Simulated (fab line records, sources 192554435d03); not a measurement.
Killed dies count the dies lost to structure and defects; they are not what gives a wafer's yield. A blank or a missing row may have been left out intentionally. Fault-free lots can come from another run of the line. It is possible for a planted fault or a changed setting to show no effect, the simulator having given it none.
Which tool did it? :: flow n5-finfet :: Sampling: 12 lots, 36 wafers, 6 of 1938 route steps

## WHAT THE GAUGES READ, wafer by wafer
N5_BEOL_M4_THK_MEAS_01.
lot: L077
measured: day 7 18:18
on: film-metro-02
M4_ILD_THK (nm): 77.9 77.9 79.2

lot: L076
measured: day 7 22:38
on: film-metro-01
M4_ILD_THK (nm): 79.1 80.9 80.4

lot: L080
measured: day 9 00:04
on: film-metro-01
M4_ILD_THK (nm): 76.9 76.6 78.8

lot: L081
measured: day 9 01:48
on: film-metro-01
M4_ILD_THK (nm): 78.3 78.0 78.8

lot: L083
measured: day 9 10:45
on: film-metro-02
M4_ILD_THK (nm): 78.0 77.8 78.9

lot: L085
measured: day 10 06:35
on: film-metro-02
M4_ILD_THK (nm): 78.9 80.1 78.3

lot: L087
measured: day 10 21:19
on: film-metro-02
M4_ILD_THK (nm): 78.0 79.4 79.0

lot: L090
measured: day 11 06:47
on: film-metro-01
M4_ILD_THK (nm): 77.9 78.7 79.1

lot: L091
measured: day 11 15:35
on: film-metro-02
M4_ILD_THK (nm): 80.6 80.1 80.3

lot: L093
measured: day 12 05:23
on: film-metro-01
M4_ILD_THK (nm): 78.3 79.4 79.1

lot: L095
measured: day 12 17:55
on: film-metro-01
M4_ILD_THK (nm): 77.8 78.7 80.8

lot: L097
measured: day 13 06:14
on: film-metro-01
M4_ILD_THK (nm): 77.5 79.5 78.2

## WHAT TOOL EACH LOT RAN ON (gives the tool, then ch and the chambers of the sampled wafers, and finally the start)
lot: L077
N5_BEOL_M3_STRIP_36: rie-diel-01 ch 0,1, day 7 13:25
N5_BEOL_M3_SPUTTER_48: pvd-sputter-01, day 7 14:47
N5_BEOL_M3_ANNEAL_80: pvd-sputter-01, day 7 15:05
N5_BEOL_M3_ANNEAL_82: pvd-sputter-01, day 7 15:19
N5_BEOL_M3_PRE_CLEAN_60: cvd-co-01 ch 0,1, day 7 17:56

lot: L076
N5_BEOL_M3_STRIP_36: rie-diel-03 ch 0,2,3, day 7 17:46
N5_BEOL_M3_SPUTTER_48: pvd-sputter-02, day 7 19:38
N5_BEOL_M3_ANNEAL_80: pvd-sputter-02, day 7 19:56
N5_BEOL_M3_ANNEAL_82: pvd-sputter-02, day 7 20:10
N5_BEOL_M3_PRE_CLEAN_60: cvd-co-02 ch 1, day 7 22:14

lot: L080
N5_BEOL_M3_STRIP_36: rie-diel-03 ch 2,3, day 8 19:48
N5_BEOL_M3_SPUTTER_48: pvd-sputter-01, day 8 21:01
N5_BEOL_M3_ANNEAL_80: pvd-sputter-01, day 8 21:19
N5_BEOL_M3_ANNEAL_82: pvd-sputter-01, day 8 21:32
N5_BEOL_M3_PRE_CLEAN_60: cvd-co-02 ch 0,2, day 8 23:43

lot: L081
N5_BEOL_M3_STRIP_36: rie-diel-05 ch 0,3, day 8 20:50
N5_BEOL_M3_SPUTTER_48: pvd-sputter-01, day 8 22:52
N5_BEOL_M3_ANNEAL_80: pvd-sputter-01, day 8 23:10
N5_BEOL_M3_ANNEAL_82: pvd-sputter-01, day 8 23:23
N5_BEOL_M3_PRE_CLEAN_60: cvd-co-02 ch 0,1, day 9 01:27

lot: L083
N5_BEOL_M3_STRIP_36: rie-diel-05 ch 0,2,3, day 9 06:46
N5_BEOL_M3_SPUTTER_48: pvd-sputter-03, day 9 07:42
N5_BEOL_M3_ANNEAL_80: pvd-sputter-03, day 9 08:00
N5_BEOL_M3_ANNEAL_82: pvd-sputter-03, day 9 08:13
N5_BEOL_M3_PRE_CLEAN_60: cvd-co-01 ch 1,2, day 9 10:23

lot: L085
N5_BEOL_M3_STRIP_36: rie-diel-03 ch 0,2,3, day 10 02:01
N5_BEOL_M3_SPUTTER_48: pvd-sputter-02, day 10 03:34
N5_BEOL_M3_ANNEAL_80: pvd-sputter-02, day 10 03:52
N5_BEOL_M3_ANNEAL_82: pvd-sputter-02, day 10 04:05
N5_BEOL_M3_PRE_CLEAN_60: cvd-co-02 ch 0,1, day 10 06:14

lot: L087
N5_BEOL_M3_STRIP_36: rie-diel-03 ch 0,2,3, day 10 17:17
N5_BEOL_M3_SPUTTER_48: pvd-sputter-02, day 10 18:22
N5_BEOL_M3_ANNEAL_80: pvd-sputter-02, day 10 18:40
N5_BEOL_M3_ANNEAL_82: pvd-sputter-02, day 10 18:53
N5_BEOL_M3_PRE_CLEAN_60: cvd-co-02 ch 0,2, day 10 20:58

lot: L090
N5_BEOL_M3_STRIP_36: rie-diel-05 ch 1,2, day 11 02:20
N5_BEOL_M3_SPUTTER_48: pvd-sputter-01, day 11 03:50
N5_BEOL_M3_ANNEAL_80: pvd-sputter-01, day 11 04:08
N5_BEOL_M3_ANNEAL_82: pvd-sputter-01, day 11 04:21
N5_BEOL_M3_PRE_CLEAN_60: cvd-co-01 ch 0,1,2, day 11 06:25

lot: L091
N5_BEOL_M3_STRIP_36: rie-diel-05 ch 0,1,2, day 11 11:32
N5_BEOL_M3_SPUTTER_48: pvd-sputter-02, day 11 12:39
N5_BEOL_M3_ANNEAL_80: pvd-sputter-02, day 11 12:57
N5_BEOL_M3_ANNEAL_82: pvd-sputter-02, day 11 13:10
N5_BEOL_M3_PRE_CLEAN_60: cvd-co-01 ch 0,1,2, day 11 15:15

lot: L093
N5_BEOL_M3_STRIP_36: rie-diel-05 ch 0,1,2, day 12 00:35
N5_BEOL_M3_SPUTTER_48: pvd-sputter-02, day 12 02:24
N5_BEOL_M3_ANNEAL_80: pvd-sputter-02, day 12 02:42
N5_BEOL_M3_ANNEAL_82: pvd-sputter-02, day 12 02:55
N5_BEOL_M3_PRE_CLEAN_60: cvd-co-02 ch 0,1, day 12 05:00

lot: L095
N5_BEOL_M3_STRIP_36: rie-diel-01 ch 0,1, day 12 13:25
N5_BEOL_M3_SPUTTER_48: pvd-sputter-02, day 12 14:59
N5_BEOL_M3_ANNEAL_80: pvd-sputter-02, day 12 15:17
N5_BEOL_M3_ANNEAL_82: pvd-sputter-02, day 12 15:30
N5_BEOL_M3_PRE_CLEAN_60: cvd-co-01 ch 0,1,2, day 12 17:34

lot: L097
N5_BEOL_M3_STRIP_36: rie-diel-01 ch 2,3, day 13 01:40
N5_BEOL_M3_SPUTTER_48: pvd-sputter-03, day 13 03:16
N5_BEOL_M3_ANNEAL_80: pvd-sputter-03, day 13 03:34
N5_BEOL_M3_ANNEAL_82: pvd-sputter-03, day 13 03:47
N5_BEOL_M3_PRE_CLEAN_60: cvd-co-01 ch 1,2, day 13 05:53
- N5_BEOL_M3_STRIP_36: strips in N2/H2.
- N5_BEOL_M3_SPUTTER_48: material Cu, target thk 4.5 nm, time 8.29 s.
- N5_BEOL_M3_ANNEAL_80: time 240 s.
- N5_BEOL_M3_ANNEAL_82: time 240 s.
- N5_BEOL_M3_PRE_CLEAN_60: time 15 s.

## THE ANSWER, worked out from the rows above alone
Rule: the usual values come from the lots themselves. Put in order of their means at a reading, lots are off if they are a third of the lots or fewer, leave a main group of 4 or more, and stand apart from it by a gap of 3 or more times the standard deviation of the main group's means; of several such gaps the widest counts. Not used: any main group whose means are identical at the precision the tables above print for the reading. A lot without any number at a reading at which 4 lots or more have one is off too. Where the step has rows for the other lots, those lots are counted as sound.
Nothing can be told from this: no lot is off at any reading shown.

## WHAT HAD BEEN PUT IN BY THE SIMULATOR
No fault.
